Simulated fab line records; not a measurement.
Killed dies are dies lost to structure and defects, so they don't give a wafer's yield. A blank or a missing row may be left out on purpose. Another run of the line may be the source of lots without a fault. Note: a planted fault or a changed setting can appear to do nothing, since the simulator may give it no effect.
fab line records	flow nand_harc
[record] lots = 14	wafers = 42	last_day = 33
route steps=1302 shown P_GATE@170 P_CONTACT@217
lots with no fault: from the same line, run without faults
start_h: hours from the record's opening day to when the first of the lot's shown wafers began	wait_h: time in hours since the lot's previous step	" as in the row above	L1.1+2: a row that stands for several wafers	- no value present, or no start provided	* or withheld: withheld	< > ~ a bound
route shown NAME@n: NAME is a module with steps in the file, n the number in the route of the first one	usual: mean/standard deviation of fault-free wafers	same: alike in all rows	chamber/n: place in a boat	sites: readings site by site	_std_site: the values' standard deviation	_edge_site: inner sites' mean taken away from outer sites' mean	radius_mm: for every site, how far away it sits from the centre of the wafer	mask NAME#n: copy n	behind: the last tool/chamber to shape the wafer	hold: the reason the lot was held/the length of the hold in hours/how it ended	device: which transistor (n, p or np) failed to switch	end of line: tests run on the same wafers once the route is complete	a step given without rows: its recipe and nothing more	killed: dies lost to structure and defects at the first sort, not the wafer's yield	map: a wafer's dies, x killed, . not, _ none there
set.NAME: the run value of the setting; set.NAME@STEP: its run value at that earlier step	model.NAME: the simulator's own value behind a step, which no gauge read
a sample of lots followed through the steps of the route, with each step as a table and each wafer as a row
services: when a tool's chamber went out of use (start_h, in hours from the record's first day, below 0 if earlier), for how many hours, and the reason
[[steps]]
[step NHARC_P_GATE_CD_MEAS_46]
[recipe] target_cd_nm = 720	landing_energy_ev = 500
[usual] cd_nm = 721.1/2.3
lot.wafer	tool	chamber	start_h	wait_h	cd_nm
L260.2	cd_sem-02	0	105.31	-	721.2
L260.3	"	0	"	"	723.7
L260.6	"	0	"	"	721.5
L261.2	cd_sem-01	0	118.06	-	718.4
L261.5	"	0	"	"	720.7
L261.6	"	0	"	"	720.0
L263.1	cd_sem-03	0	136.53	-	724.0
L263.3	"	0	"	"	724.2
L263.4	"	0	"	"	724.7
L265.2	cd_sem-03	0	155.82	-	722.8
L265.3	"	0	"	"	725.0
L265.6	"	0	"	"	720.1
L267.1	cd_sem-01	0	180.77	-	720.9
L267.2	"	0	"	"	716.8
L267.6	"	0	"	"	719.1
L268.1	cd_sem-02	0	195.60	-	721.2
L268.4	"	0	"	"	720.1
L268.6	"	0	"	"	721.5
L270.1	cd_sem-03	0	215.66	-	722.5
L270.2	"	0	"	"	721.3
L270.6	"	0	"	"	721.5
L271.1	cd_sem-02	0	223.54	-	720.7
L271.2	"	0	"	"	721.9
L271.6	"	0	"	"	718.5
L272.2	cd_sem-01	0	231.23	-	722.8
L272.3	"	0	"	"	718.6
L272.5	"	0	"	"	718.7
L273.3	cd_sem-02	0	259.70	-	722.9
L273.4	"	0	"	"	722.1
L273.5	"	0	"	"	719.5
L275.4	cd_sem-02	0	260.98	-	718.0
L275.5	"	0	"	"	718.5
L275.6	"	0	"	"	720.7
L276.1	cd_sem-03	0	268.81	-	721.8
L276.3	"	0	"	"	723.7
L276.6	"	0	"	"	717.9
L277.1	cd_sem-01	0	278.61	-	725.4
L277.4	"	0	"	"	724.9
L277.5	"	0	"	"	724.1
L282.4	cd_sem-01	0	334.84	-	723.9
L282.5	"	0	"	"	717.0
L282.6	"	0	"	"	717.6
[step NHARC_P_GATE_STRIP_113]
[recipe] power_w = 1500	temp_c = 110	time_s = 740	chemistry = N2/H2
[usual] drypump_motor_current_A = 5.58/0.18	heater_power_w = 88.1/2.4
lot.wafer	tool	chamber	start_h	wait_h	drypump_motor_current_A	heater_power_w	rf_hours_counter_h
L260.2	plasma_asher-02	0	109.46	0.3	5.61	89.6	5
L260.3	"	1	"	"	5.37	82.0	-
L260.6	"	0	"	"	5.58	86.4	-
L261.2	plasma_asher-02	0	122.29	0.2	5.55	85.6	8
L261.5	"	0	"	"	5.57	86.6	-
L261.6	"	1	"	"	5.35	82.6	-
L263.1	plasma_asher-01	0	140.56	0.3	5.85	90.7	32
L263.3	"	1	"	"	5.44	89.1	-
L263.4	"	0	"	"	5.80	91.0	-
L265.2	plasma_asher-01	0	162.84	0.2	5.83	88.7	36
L265.3	"	0	"	"	5.81	89.4	-
L265.6	"	0	"	"	5.80	90.1	-
L267.2	plasma_asher-01	0	184.53	0.2	5.81	90.5	2
L267.1	"	1	"	"	5.47	88.9	2
L267.6	"	0	"	"	5.81	87.0	-
L268.1	plasma_asher-02	1	199.70	0.2	5.37	80.0	23
L268.4	"	0	"	"	5.52	87.2	-
L268.6	"	1	"	"	5.36	82.9	-
L270.1	plasma_asher-01	1	219.57	0.2	5.43	85.8	10
L270.2	"	0	"	"	5.82	90.5	10
L270.6	"	0	"	"	5.79	87.3	-
L271.1	plasma_asher-01	1	227.44	0.2	5.44	84.9	12
L271.2	"	0	"	"	5.79	90.6	12
L271.6	"	0	"	"	5.78	89.1	-
L272.2	plasma_asher-01	0	235.14	0.2	5.81	91.8	13
L272.3	"	1	"	"	5.46	87.1	-
L272.5	"	1	"	"	5.46	85.1	-
L273.3	plasma_asher-01	0	263.88	0.4	5.82	89.9	-
L273.4	"	1	"	"	5.43	87.5	-
L273.5	"	1	"	"	5.44	85.2	-
L275.4	plasma_asher-01	0	265.11	0.3	5.81	87.5	-
L275.5	"	0	"	"	5.80	91.5	-
L275.6	"	1	"	"	5.44	85.7	-
L276.1	plasma_asher-02	0	272.93	0.3	5.58	90.8	4
L276.3	"	0	"	"	5.56	92.2	-
L276.6	"	1	"	"	5.36	87.2	-
L277.1	plasma_asher-02	0	282.50	0.3	5.62	91.3	7
L277.4	"	1	"	"	5.37	89.2	-
L277.5	"	0	"	"	5.58	92.8	-
L282.4	plasma_asher-01	1	339.18	0.5	5.46	88.4	-
L282.5	"	0	"	"	5.82	89.4	-
L282.6	"	1	"	"	5.44	84.9	-
[step NHARC_P_CONTACT_DEP_30]
[recipe] target_thk_a = 300	temp_c = 400	target_thk_nm = 30	flow_sccm = 200	rf_w = 450	material = SiNx
[usual] heater_power_outer_w = 438/51	heater_power_w = 728/96
lot.wafer	tool	chamber	start_h	wait_h	heater_power_outer_w	heater_power_w
L260.3	pecvd-04	0	111.98	0.1	454	803
L260.2	"	1	"	"	479	813
L260.6	"	0	"	"	450	822
L261.2	pecvd-02	0	124.97	0.1	421	676
L261.5	"	1	"	"	452	734
L261.6	"	0	"	"	418	670
L263.1	pecvd-02	0	143.10	0.1	458	734
L263.3	"	1	"	"	441	713
L263.4	"	2	"	"	416	704
L265.2	pecvd-01	1	165.47	0.1	471	767
L265.3	"	0	"	"	406	666
L265.6	"	1	"	"	483	790
L267.1	pecvd-04	1	187.12	0.1	497	787
L267.2	"	0	"	"	410	773
L267.6	"	2	"	"	338	547
L268.1	pecvd-02	0	202.31	0.1	402	673
L268.6	"	1	"	"	477	751
L268.4	"	2	"	"	462	744
L270.2	pecvd-02	0	222.29	0.2	399	635
L270.1	"	1	"	"	461	750
L270.6	"	2	"	"	447	712
L271.2	pecvd-01	1	230.07	0.1	529	850
L271.1	"	0	"	"	405	667
L271.6	"	0	"	"	412	671
L272.2	pecvd-01	0	237.77	0.1	432	694
L272.3	"	1	"	"	482	773
L272.5	"	0	"	"	424	702
L273.3	pecvd-04	0	266.28	0.1	-	-
L273.4	"	0	"	"	-	-
L273.5	"	2	"	"	-	-
L275.6	pecvd-01	2	267.64	0.2	-	-
L275.5	"	0	"	"	-	-
L275.4	"	1	"	"	-	-
L276.1	pecvd-02	1	275.42	0.1	438	719
L276.3	"	2	"	"	410	670
L276.6	"	2	"	"	410	672
L277.1	pecvd-02	2	285.03	0.1	469	770
L277.4	"	2	"	"	467	754
L277.5	"	0	"	"	431	692
L282.6	pecvd-02	2	341.53	0.2	429	699
L282.5	"	0	"	"	409	676
L282.4	"	1	"	"	358	610
[step NHARC_P_CONTACT_OVL_MEAS_13]
[usual] overlay_x_nm = -0.1/0.77	overlay_y_nm = -0.1/0.86
lot.wafer	tool	chamber	start_h	wait_h	overlay_x_nm	overlay_y_nm
L260.2	overlay-01	-	113.58	-	0.3	-0.9
L260.3	"	-	"	"	0.7	-0.6
L260.6	"	-	"	"	0.7	-0.6
L261.2	overlay-01	-	126.53	-	0.4	-0.6
L261.5	"	-	"	"	0.0	-0.1
L261.6	"	-	"	"	0.6	-0.9
L263.1	overlay-01	-	144.70	-	1.0	-0.6
L263.3	"	-	"	"	1.0	-0.6
L263.4	"	-	"	"	0.5	-0.7
L265.2	overlay-02	-	167.11	-	-0.2	-0.3
L265.3	"	-	"	"	0.4	-1.1
L265.6	"	-	"	"	0.4	-0.9
L267.1	overlay-01	-	188.76	-	-1.5	1.5
L267.2	"	-	"	"	-0.5	1.2
L267.6	"	-	"	"	-0.5	1.7
L268.1	overlay-01	-	203.81	-	-0.8	0.6
L268.4	"	-	"	"	-0.3	0.8
L268.6	"	-	"	"	-0.5	0.7
L270.1	overlay-01	-	223.95	-	0.9	-0.4
L270.2	"	-	"	"	0.7	0.0
L270.6	"	-	"	"	0.2	-0.8
L271.1	overlay-01	-	231.72	-	1.3	0.0
L271.2	"	-	"	"	1.0	0.4
L271.6	"	-	"	"	1.1	0.1
L272.2	overlay-01	-	239.40	-	-0.6	-0.5
L272.3	"	-	"	"	-0.7	-0.7
L272.5	"	-	"	"	-0.2	-0.6
L273.3	overlay-01	-	267.78	-	-0.3	-0.3
L273.4	"	-	"	"	-0.1	-0.1
L273.5	"	-	"	"	1.0	0.4
L275.4	overlay-01	-	269.15	-	-1.1	0.9
L275.5	"	-	"	"	-1.7	1.1
L275.6	"	-	"	"	-1.3	1.1
L276.1	overlay-01	-	276.91	-	0.2	-0.6
L276.3	"	-	"	"	0.6	-0.2
L276.6	"	-	"	"	1.0	-0.4
L277.1	overlay-02	-	286.64	-	0.2	0.2
L277.4	"	-	"	"	0.5	0.0
L277.5	"	-	"	"	0.5	0.2
L282.4	overlay-02	-	343.05	-	0.1	0.0
L282.5	"	-	"	"	-0.4	0.1
L282.6	"	-	"	"	-0.4	0.2
[[services]]
tool	chamber	start_h	hours	kind
pecvd-04	-	88.20	13.0	pm
pecvd-01	-	130.10	13.0	pm
plasma_asher-01	-	165.03	9.0	pm
plasma_asher-01	0	165.03	9.0	vent_cycle
plasma_asher-01	1	165.03	9.0	vent_cycle
plasma_asher-01	0	174.03	-	clean
plasma_asher-01	1	174.03	-	clean
pecvd-01	1	184.17	3.5	repair
pecvd-04	1	226.76	5.5	repair
pecvd-02	-	227.00	13.0	pm
pecvd-02	0	227.00	13.0	vent_cycle
pecvd-02	1	227.00	13.0	vent_cycle
pecvd-02	2	227.00	13.0	vent_cycle
pecvd-02	0	240.00	-	clean
pecvd-02	1	240.00	-	clean
pecvd-02	2	240.00	-	clean
plasma_asher-02	-	245.49	1.5	repair
plasma_asher-02	-	249.18	9.0	pm
plasma_asher-02	0	249.18	9.0	vent_cycle
plasma_asher-02	1	249.18	9.0	vent_cycle
pecvd-01	-	250.42	1.2	repair
plasma_asher-02	0	258.18	-	clean
pecvd-04	-	269.20	13.0	pm
pecvd-01	-	311.37	13.0	pm
[[key]]
[first_sign] step = NHARC_P_CONTACT_DEP_30	reading = tool_record	direction = missing
effect none on later readings
met_at NHARC_P_CONTACT_DEP_30
struck_lots L273,L275
sort_left_out L273.3,L273.4,L273.5,L275.4,L275.5,L275.6
tester_left_out L273,L275
not_acting_at NHARC_P_GATE_CD_MEAS_46,NHARC_P_GATE_STRIP_113,NHARC_P_CONTACT_OVL_MEAS_13
onset_between 237.77 266.28
[fault] kind = skipped_step_whole	tool = pecvd-01,pecvd-04	chamber = -	onset_h = 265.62	steps = NHARC_P_CONTACT_DEP_30	scope = struck_lots_only
// tester_left_out: of these lots the tester's yield and bins aren't shown, on N5 and GAA mostly nor the transistor test; their killed dies are dies lost to structure and defects alone, not to doping, threshold or leakage, so they don't give the yield
// sort_left_out: the simulated sort isn't trusted on such a fault, so these wafers' sort isn't shown, and their yield isn't known
